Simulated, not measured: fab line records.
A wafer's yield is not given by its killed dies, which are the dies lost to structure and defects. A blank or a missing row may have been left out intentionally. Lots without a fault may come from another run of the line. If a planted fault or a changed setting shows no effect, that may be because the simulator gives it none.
What tool caused it? / flow nand harc / 72 wafers from 24 lots sampled at 4 of the route's 1302 steps

WHAT THE GAUGES SHOWED, per wafer
NHARC_A_DECK1_JOINT_INSPECT_05. Usual: raw defect count 308, standard deviation 110.
lot=L075; measured=day 12 15:25; on=defect inspect-02; raw defect count=491 186 349; flag=
lot=L074; measured=day 12 15:35; on=defect inspect-02; raw defect count=228 256 352; flag=
lot=L076; measured=day 13 01:16; on=defect inspect-01; raw defect count=220 197 193; flag=
lot=L077; measured=day 13 14:31; on=defect inspect-02; raw defect count=290 257 186; flag=
lot=L078; measured=day 14 02:35; on=defect inspect-01; raw defect count=148 270 235; flag=
lot=L079; measured=day 14 02:45; on=defect inspect-02; raw defect count=237 214 222; flag=
lot=L081; measured=day 14 20:03; on=defect inspect-02; raw defect count=265 403 317; flag=
lot=L080; measured=day 14 22:39; on=defect inspect-01; raw defect count=214 236 266; flag=
lot=L083; measured=day 16 08:25; on=defect inspect-01; raw defect count=323 511 413; flag=
lot=L082; measured=day 16 08:26; on=defect inspect-01; raw defect count=324 586 515; flag=
lot=L084; measured=day 16 13:25; on=defect inspect-01; raw defect count=194 222 236; flag=
lot=L085; measured=day 16 13:35; on=defect inspect-02; raw defect count=191 263 328; flag=
lot=L086; measured=day 17 17:51; on=defect inspect-01; raw defect count=359 559 302; flag=
lot=L089; measured=day 18 08:04; on=defect inspect-02; raw defect count=650 553 395; flag=
lot=L087; measured=day 18 08:05; on=defect inspect-01; raw defect count=245 226 204; flag=
lot=L088; measured=day 18 08:14; on=defect inspect-02; raw defect count=378 431 283; flag=
lot=L090; measured=day 19 00:26; on=defect inspect-02; raw defect count=579 475 326; flag=
lot=L091; measured=day 19 12:46; on=defect inspect-02; raw defect count=430 242 317; flag=
lot=L093; measured=day 20 03:19; on=defect inspect-02; raw defect count=202 284 246; flag=
lot=L092; measured=day 20 03:24; on=defect inspect-01; raw defect count=289 222 234; flag=
lot=L094; measured=day 20 13:39; on=defect inspect-01; raw defect count=270 251 295; flag=
lot=L095; measured=day 21 08:25; on=defect inspect-02; raw defect count=138 266 320; flag=
lot=L096; measured=day 21 15:12; on=defect inspect-02; raw defect count=236 217 135; flag=
lot=L097; measured=day 22 01:58; on=defect inspect-01; raw defect count=258 270 224; flag=

NHARC_A_CHANNEL_HOLE_D2_INSPECT_40. Usual: raw defect count 274, standard deviation 76.
lot=L075; measured=day 13 15:15; on=defect inspect-02; raw defect count=333 175 275; flag=
lot=L074; measured=day 13 14:43; on=defect inspect-01; raw defect count=288 304 396; flag=
lot=L076; measured=day 14 00:13; on=defect inspect-01; raw defect count=174 184 178; flag=
lot=L077; measured=day 14 14:10; on=defect inspect-01; raw defect count=294 297 249; flag=
lot=L078; measured=day 15 02:42; on=defect inspect-01; raw defect count=196 301 269; flag=
lot=L079; measured=day 15 05:11; on=defect inspect-02; raw defect count=278 244 239; flag=
lot=L081; measured=day 16 00:20; on=defect inspect-01; raw defect count=240 319 271; flag=
lot=L080; measured=day 16 02:26; on=defect inspect-02; raw defect count=250 267 252; flag=
lot=L083; measured=day 17 12:16; on=defect inspect-01; raw defect count=260 405 309; flag=
lot=L082; measured=day 17 08:07; on=defect inspect-02; raw defect count=277 510 457; flag=
lot=L084; measured=day 17 16:58; on=defect inspect-01; raw defect count=165 197 197; flag=
lot=L085; measured=day 17 20:38; on=defect inspect-01; raw defect count=162 202 235; flag=
lot=L086; measured=day 18 18:13; on=defect inspect-01; raw defect count=294 415 243; flag=
lot=L089; measured=day 19 11:17; on=defect inspect-01; raw defect count=483 409 296; flag=
lot=L087; measured=day 19 07:08; on=defect inspect-01; raw defect count=211 174 178; flag=
lot=L088; measured=day 19 07:19; on=defect inspect-02; raw defect count=336 375 273; flag=
lot=L090; measured=day 19 23:16; on=defect inspect-02; raw defect count=422 388 309; flag=
lot=L091; measured=day 20 16:19; on=defect inspect-02; raw defect count=329 270 311; flag=
lot=L093; measured=day 21 03:43; on=defect inspect-01; raw defect count=184 218 185; flag=
lot=L092; measured=day 21 03:22; on=defect inspect-01; raw defect count=298 233 264; flag=
lot=L094; measured=day 21 14:28; on=defect inspect-01; raw defect count=226 194 243; flag=
lot=L095; measured=day 22 09:11; on=defect inspect-01; raw defect count=120 219 199; flag=
lot=L096; measured=day 22 17:01; on=defect inspect-02; raw defect count=235 205 168; flag=
lot=L097; measured=day 23 04:07; on=defect inspect-02; raw defect count=268 291 245; flag=

WHICH TOOL RAN EACH LOT (tool, then ch and the chambers of the sampled wafers, then the start)
lot=L075; NHARC_A_CHANNEL_HOLE_D2_ETCH_38=rie diel-05 ch 0,1,2, day 13 08:26; NHARC_A_CHANNEL_HOLE_D2_ETCH_22=har etch-01 ch 0,1, day 13 10:31
lot=L074; NHARC_A_CHANNEL_HOLE_D2_ETCH_38=rie diel-09 ch 0,2,3, day 13 07:55; NHARC_A_CHANNEL_HOLE_D2_ETCH_22=har etch-02 ch 0,1, day 13 09:52
lot=L076; NHARC_A_CHANNEL_HOLE_D2_ETCH_38=rie diel-05 ch 0,1,3, day 13 17:25; NHARC_A_CHANNEL_HOLE_D2_ETCH_22=har etch-01 ch 0,1, day 13 19:23
lot=L077; NHARC_A_CHANNEL_HOLE_D2_ETCH_38=rie diel-05 ch 0,2, day 14 07:22; NHARC_A_CHANNEL_HOLE_D2_ETCH_22=har etch-02 ch 1, day 14 09:26
lot=L078; NHARC_A_CHANNEL_HOLE_D2_ETCH_38=rie diel-05 ch 0,1,2, day 14 18:35; NHARC_A_CHANNEL_HOLE_D2_ETCH_22=har etch-02 ch 1, day 14 21:52
lot=L079; NHARC_A_CHANNEL_HOLE_D2_ETCH_38=rie diel-05 ch 1,2,3, day 14 18:54; NHARC_A_CHANNEL_HOLE_D2_ETCH_22=har etch-01 ch 0,1, day 15 00:20
lot=L081; NHARC_A_CHANNEL_HOLE_D2_ETCH_38=rie diel-12 ch 0,3, day 15 16:10; NHARC_A_CHANNEL_HOLE_D2_ETCH_22=har etch-01 ch 0,1, day 15 19:27
lot=L080; NHARC_A_CHANNEL_HOLE_D2_ETCH_38=rie diel-05 ch 0,2,3, day 15 17:17; NHARC_A_CHANNEL_HOLE_D2_ETCH_22=har etch-02 ch 0,1, day 15 21:46
lot=L083; NHARC_A_CHANNEL_HOLE_D2_ETCH_38=rie diel-09 ch 0,3, day 17 02:36; NHARC_A_CHANNEL_HOLE_D2_ETCH_22=har etch-01 ch 0,1, day 17 07:26
lot=L082; NHARC_A_CHANNEL_HOLE_D2_ETCH_38=rie diel-12 ch 0,1, day 17 01:06; NHARC_A_CHANNEL_HOLE_D2_ETCH_22=har etch-01 ch 0, day 17 03:23
lot=L084; NHARC_A_CHANNEL_HOLE_D2_ETCH_38=rie diel-09 ch 0,3, day 17 05:48; NHARC_A_CHANNEL_HOLE_D2_ETCH_22=har etch-02 ch 0,1, day 17 12:19
lot=L085; NHARC_A_CHANNEL_HOLE_D2_ETCH_38=rie diel-05 ch 1,2,3, day 17 06:28; NHARC_A_CHANNEL_HOLE_D2_ETCH_22=har etch-01 ch 0,1, day 17 15:58
lot=L086; NHARC_A_CHANNEL_HOLE_D2_ETCH_38=rie diel-05 ch 0,1, day 18 11:23; NHARC_A_CHANNEL_HOLE_D2_ETCH_22=har etch-02 ch 1, day 18 13:26
lot=L089; NHARC_A_CHANNEL_HOLE_D2_ETCH_38=rie diel-05 ch 2,3, day 19 02:20; NHARC_A_CHANNEL_HOLE_D2_ETCH_22=har etch-02 ch 0,1, day 19 06:27
lot=L087; NHARC_A_CHANNEL_HOLE_D2_ETCH_38=rie diel-05 ch 1,2, day 19 00:19; NHARC_A_CHANNEL_HOLE_D2_ETCH_22=har etch-02 ch 0,1, day 19 02:17
lot=L088; NHARC_A_CHANNEL_HOLE_D2_ETCH_38=rie diel-12 ch 0,2,3, day 19 00:31; NHARC_A_CHANNEL_HOLE_D2_ETCH_22=har etch-01 ch 0,1, day 19 02:39
lot=L090; NHARC_A_CHANNEL_HOLE_D2_ETCH_38=rie diel-05 ch 0,2,3, day 19 16:28; NHARC_A_CHANNEL_HOLE_D2_ETCH_22=har etch-01 ch 0,1, day 19 18:31
lot=L091; NHARC_A_CHANNEL_HOLE_D2_ETCH_38=rie diel-05 ch 1,3, day 20 07:20; NHARC_A_CHANNEL_HOLE_D2_ETCH_22=har etch-01 ch 1, day 20 11:27
lot=L093; NHARC_A_CHANNEL_HOLE_D2_ETCH_38=rie diel-09 ch 0,3, day 20 20:56; NHARC_A_CHANNEL_HOLE_D2_ETCH_22=har etch-02 ch 0,1, day 20 22:53
lot=L092; NHARC_A_CHANNEL_HOLE_D2_ETCH_38=rie diel-05 ch 0,1, day 20 20:34; NHARC_A_CHANNEL_HOLE_D2_ETCH_22=har etch-01 ch 0,1, day 20 22:38
lot=L094; NHARC_A_CHANNEL_HOLE_D2_ETCH_38=rie diel-12 ch 1,2, day 21 07:40; NHARC_A_CHANNEL_HOLE_D2_ETCH_22=har etch-02 ch 1, day 21 09:43
lot=L095; NHARC_A_CHANNEL_HOLE_D2_ETCH_38=rie diel-12 ch 1,2,3, day 22 00:31; NHARC_A_CHANNEL_HOLE_D2_ETCH_22=har etch-02 ch 0,1, day 22 04:20
lot=L096; NHARC_A_CHANNEL_HOLE_D2_ETCH_38=rie diel-12 ch 0,1,2, day 22 10:10; NHARC_A_CHANNEL_HOLE_D2_ETCH_22=har etch-01 ch 0,1, day 22 12:15
lot=L097; NHARC_A_CHANNEL_HOLE_D2_ETCH_38=rie diel-05 ch 1,2,3, day 22 21:17; NHARC_A_CHANNEL_HOLE_D2_ETCH_22=har etch-01 ch 0,1, day 22 23:20
- NHARC_A_CHANNEL_HOLE_D2_ETCH_38: etches the open film in CF4, target depth 39 nm, time 65 s.
- NHARC_A_CHANNEL_HOLE_D2_ETCH_22: etches the open film in C4F8/O2/Ar, time 666.7 s, target depth 1600 nm.

WHAT THE TOOLS THEMSELVES READ (means of the sampled wafers that have a number; where no wafer has one, the mark that the record gives instead)
NHARC_A_CHANNEL_HOLE_D2_ETCH_38. Usual: drypump motor current A 5.7 A, standard deviation 0.36; oes product au 0.997 a.u., standard deviation 0.01; rf vpp V 150.8 V, standard deviation 1.1; showerhead plenum p Torr 1.73 Torr, standard deviation 0.058; throttle valve pct 13.282 %, standard deviation 0.0099.
lot=L075; tool=rie diel-05; drypump motor current A (A)=5.7; oes product au (a.u.)=1.004; rf vpp V (V)=150.8; showerhead plenum p Torr (Torr)=1.74; throttle valve pct (%)=13.286; flag=
lot=L074; tool=rie diel-09; drypump motor current A (A)=5.7; oes product au (a.u.)=1.010; rf vpp V (V)=152.0; showerhead plenum p Torr (Torr)=1.78; throttle valve pct (%)=13.293; flag=
lot=L076; tool=rie diel-05; drypump motor current A (A)=5.7; oes product au (a.u.)=1.003; rf vpp V (V)=151.1; showerhead plenum p Torr (Torr)=1.70; throttle valve pct (%)=13.281; flag=
lot=L077; tool=rie diel-05; drypump motor current A (A)=5.6; oes product au (a.u.)=1.009; rf vpp V (V)=149.9; showerhead plenum p Torr (Torr)=1.71; throttle valve pct (%)=13.285; flag=
lot=L078; tool=rie diel-05; drypump motor current A (A)=5.7; oes product au (a.u.)=1.003; rf vpp V (V)=150.8; showerhead plenum p Torr (Torr)=1.74; throttle valve pct (%)=13.276; flag=
lot=L079; tool=rie diel-05; drypump motor current A (A)=5.9; oes product au (a.u.)=0.995; rf vpp V (V)=150.8; showerhead plenum p Torr (Torr)=1.75; throttle valve pct (%)=13.288; flag=
lot=L081; tool=rie diel-12; drypump motor current A (A)=5.3; oes product au (a.u.)=1.002; rf vpp V (V)=150.6; showerhead plenum p Torr (Torr)=1.69; throttle valve pct (%)=13.280; flag=
lot=L080; tool=rie diel-05; drypump motor current A (A)=5.8; oes product au (a.u.)=0.993; rf vpp V (V)=150.7; showerhead plenum p Torr (Torr)=1.71; throttle valve pct (%)=13.281; flag=
lot=L083; tool=rie diel-09; drypump motor current A (A)=5.5; oes product au (a.u.)=1.003; rf vpp V (V)=151.1; showerhead plenum p Torr (Torr)=1.76; throttle valve pct (%)=13.283; flag=
lot=L082; tool=rie diel-12; drypump motor current A (A)=5.5; oes product au (a.u.)=0.999; rf vpp V (V)=150.6; showerhead plenum p Torr (Torr)=1.69; throttle valve pct (%)=13.278; flag=
lot=L084; tool=rie diel-09; drypump motor current A (A)=5.3; oes product au (a.u.)=1.004; rf vpp V (V)=150.3; showerhead plenum p Torr (Torr)=1.73; throttle valve pct (%)=13.290; flag=
lot=L085; tool=rie diel-05; drypump motor current A (A)=5.9; oes product au (a.u.)=1.001; rf vpp V (V)=151.0; showerhead plenum p Torr (Torr)=1.75; throttle valve pct (%)=13.282; flag=
lot=L086; tool=rie diel-05; drypump motor current A (A)=5.4; oes product au (a.u.)=0.994; rf vpp V (V)=150.6; showerhead plenum p Torr (Torr)=1.69; throttle valve pct (%)=13.273; flag=
lot=L089; tool=rie diel-05; drypump motor current A (A)=6.1; oes product au (a.u.)=1.000; rf vpp V (V)=150.4; showerhead plenum p Torr (Torr)=1.72; throttle valve pct (%)=13.285; flag=
lot=L087; tool=rie diel-05; drypump motor current A (A)=6.0; oes product au (a.u.)=0.994; rf vpp V (V)=151.2; showerhead plenum p Torr (Torr)=1.78; throttle valve pct (%)=13.281; flag=
lot=L088; tool=rie diel-12; drypump motor current A (A)=5.4; oes product au (a.u.)=0.996; rf vpp V (V)=151.0; showerhead plenum p Torr (Torr)=1.72; throttle valve pct (%)=13.275; flag=
lot=L090; tool=rie diel-05; drypump motor current A (A)=5.8; oes product au (a.u.)=0.990; rf vpp V (V)=150.1; showerhead plenum p Torr (Torr)=1.71; throttle valve pct (%)=13.288; flag=
lot=L091; tool=rie diel-05; drypump motor current A (A)=5.7; oes product au (a.u.)=1.000; rf vpp V (V)=150.4; showerhead plenum p Torr (Torr)=1.74; throttle valve pct (%)=13.292; flag=
lot=L093; tool=rie diel-09; drypump motor current A (A)=5.5; oes product au (a.u.)=1.007; rf vpp V (V)=150.5; showerhead plenum p Torr (Torr)=1.75; throttle valve pct (%)=13.270; flag=
lot=L092; tool=rie diel-05; drypump motor current A (A)=5.5; oes product au (a.u.)=0.991; rf vpp V (V)=151.0; showerhead plenum p Torr (Torr)=1.73; throttle valve pct (%)=13.288; flag=
lot=L094; tool=rie diel-12; drypump motor current A (A)=5.7; oes product au (a.u.)=0.981; rf vpp V (V)=150.7; showerhead plenum p Torr (Torr)=1.74; throttle valve pct (%)=13.273; flag=
lot=L095; tool=rie diel-12; drypump motor current A (A)=5.6; oes product au (a.u.)=0.984; rf vpp V (V)=150.8; showerhead plenum p Torr (Torr)=1.72; throttle valve pct (%)=13.280; flag=
lot=L096; tool=rie diel-12; drypump motor current A (A)=5.5; oes product au (a.u.)=0.990; rf vpp V (V)=149.6; showerhead plenum p Torr (Torr)=1.71; throttle valve pct (%)=13.272; flag=
lot=L097; tool=rie diel-05; drypump motor current A (A)=5.9; oes product au (a.u.)=0.995; rf vpp V (V)=151.1; showerhead plenum p Torr (Torr)=1.75; throttle valve pct (%)=13.283; flag=

NHARC_A_CHANNEL_HOLE_D2_ETCH_22. Usual: c4f8 flow sccm 89.27 sccm, standard deviation 0.28; drypump motor current A 5.4 A, standard deviation 0.59; showerhead plenum p Torr 3.70 Torr, standard deviation 0.097; throttle valve pct 32.154 %, standard deviation 0.0096.
lot=L075; tool=har etch-01; c4f8 flow sccm (sccm)=89.37; drypump motor current A (A)=4.9; showerhead plenum p Torr (Torr)=3.69; throttle valve pct (%)=32.151; flag=
lot=L074; tool=har etch-02; c4f8 flow sccm (sccm)=89.20; drypump motor current A (A)=5.6; showerhead plenum p Torr (Torr)=3.69; throttle valve pct (%)=32.152; flag=
lot=L076; tool=har etch-01; c4f8 flow sccm (sccm)=89.33; drypump motor current A (A)=5.2; showerhead plenum p Torr (Torr)=3.69; throttle valve pct (%)=32.152; flag=
lot=L077; tool=har etch-02; c4f8 flow sccm (sccm)=89.38; drypump motor current A (A)=5.2; showerhead plenum p Torr (Torr)=3.74; throttle valve pct (%)=32.158; flag=
lot=L078; tool=har etch-02; c4f8 flow sccm (sccm)=89.23; drypump motor current A (A)=5.2; showerhead plenum p Torr (Torr)=3.73; throttle valve pct (%)=32.141; flag=
lot=L079; tool=har etch-01; c4f8 flow sccm (sccm)=89.45; drypump motor current A (A)=5.2; showerhead plenum p Torr (Torr)=3.68; throttle valve pct (%)=32.150; flag=
lot=L081; tool=har etch-01; c4f8 flow sccm (sccm)=89.31; drypump motor current A (A)=4.9; showerhead plenum p Torr (Torr)=3.68; throttle valve pct (%)=32.150; flag=
lot=L080; tool=har etch-02; c4f8 flow sccm (sccm)=89.14; drypump motor current A (A)=5.6; showerhead plenum p Torr (Torr)=3.67; throttle valve pct (%)=32.157; flag=
lot=L083; tool=har etch-01; c4f8 flow sccm (sccm)=89.23; drypump motor current A (A)=5.2; showerhead plenum p Torr (Torr)=3.66; throttle valve pct (%)=32.159; flag=
lot=L082; tool=har etch-01; c4f8 flow sccm (sccm)=89.31; drypump motor current A (A)=4.7; showerhead plenum p Torr (Torr)=3.66; throttle valve pct (%)=32.152; flag=
lot=L084; tool=har etch-02; c4f8 flow sccm (sccm)=89.41; drypump motor current A (A)=5.6; showerhead plenum p Torr (Torr)=3.78; throttle valve pct (%)=32.153; flag=
lot=L085; tool=har etch-01; c4f8 flow sccm (sccm)=89.00; drypump motor current A (A)=5.0; showerhead plenum p Torr (Torr)=3.66; throttle valve pct (%)=32.156; flag=
lot=L086; tool=har etch-02; c4f8 flow sccm (sccm)=88.88; drypump motor current A (A)=5.2; showerhead plenum p Torr (Torr)=3.71; throttle valve pct (%)=32.156; flag=
lot=L089; tool=har etch-02; c4f8 flow sccm (sccm)=88.96; drypump motor current A (A)=5.7; showerhead plenum p Torr (Torr)=3.77; throttle valve pct (%)=32.150; flag=
lot=L087; tool=har etch-02; c4f8 flow sccm (sccm)=89.51; drypump motor current A (A)=6.0; showerhead plenum p Torr (Torr)=3.85; throttle valve pct (%)=32.158; flag=
lot=L088; tool=har etch-01; c4f8 flow sccm (sccm)=89.38; drypump motor current A (A)=5.2; showerhead plenum p Torr (Torr)=3.65; throttle valve pct (%)=32.162; flag=
lot=L090; tool=har etch-01; c4f8 flow sccm (sccm)=89.30; drypump motor current A (A)=5.2; showerhead plenum p Torr (Torr)=3.64; throttle valve pct (%)=32.151; flag=
lot=L091; tool=har etch-01; c4f8 flow sccm (sccm)=89.45; drypump motor current A (A)=5.5; showerhead plenum p Torr (Torr)=3.64; throttle valve pct (%)=32.156; flag=
lot=L093; tool=har etch-02; c4f8 flow sccm (sccm)=88.99; drypump motor current A (A)=6.0; showerhead plenum p Torr (Torr)=3.83; throttle valve pct (%)=32.166; flag=
lot=L092; tool=har etch-01; c4f8 flow sccm (sccm)=89.06; drypump motor current A (A)=5.2; showerhead plenum p Torr (Torr)=3.63; throttle valve pct (%)=32.146; flag=
lot=L094; tool=har etch-02; c4f8 flow sccm (sccm)=89.27; drypump motor current A (A)=5.2; showerhead plenum p Torr (Torr)=3.68; throttle valve pct (%)=32.162; flag=
lot=L095; tool=har etch-02; c4f8 flow sccm (sccm)=89.15; drypump motor current A (A)=6.0; showerhead plenum p Torr (Torr)=3.83; throttle valve pct (%)=32.156; flag=
lot=L096; tool=har etch-01; c4f8 flow sccm (sccm)=89.50; drypump motor current A (A)=5.2; showerhead plenum p Torr (Torr)=3.62; throttle valve pct (%)=32.149; flag=
lot=L097; tool=har etch-01; c4f8 flow sccm (sccm)=89.19; drypump motor current A (A)=5.2; showerhead plenum p Torr (Torr)=3.62; throttle valve pct (%)=32.159; flag=

THE ANSWER, worked out from the rows above alone
Rule: lot off if the mean of its wafers having a number is beyond 3 standard deviations from the usual mean. Also off: a lot with no number at a reading for which 4 or more lots have one. Where the step has rows for the other lots, those lots are counted as sound. First the gauges in route order, then the tools' own readings, where a lot's mean is used as printed above. The first step at which some lot is off is used, and at that step the reading that is off furthest; a lot without a number counts as furthest.
Nothing can be told from this: no lot is off at any reading shown.

WHAT HAD BEEN PUT IN BY THE SIMULATOR
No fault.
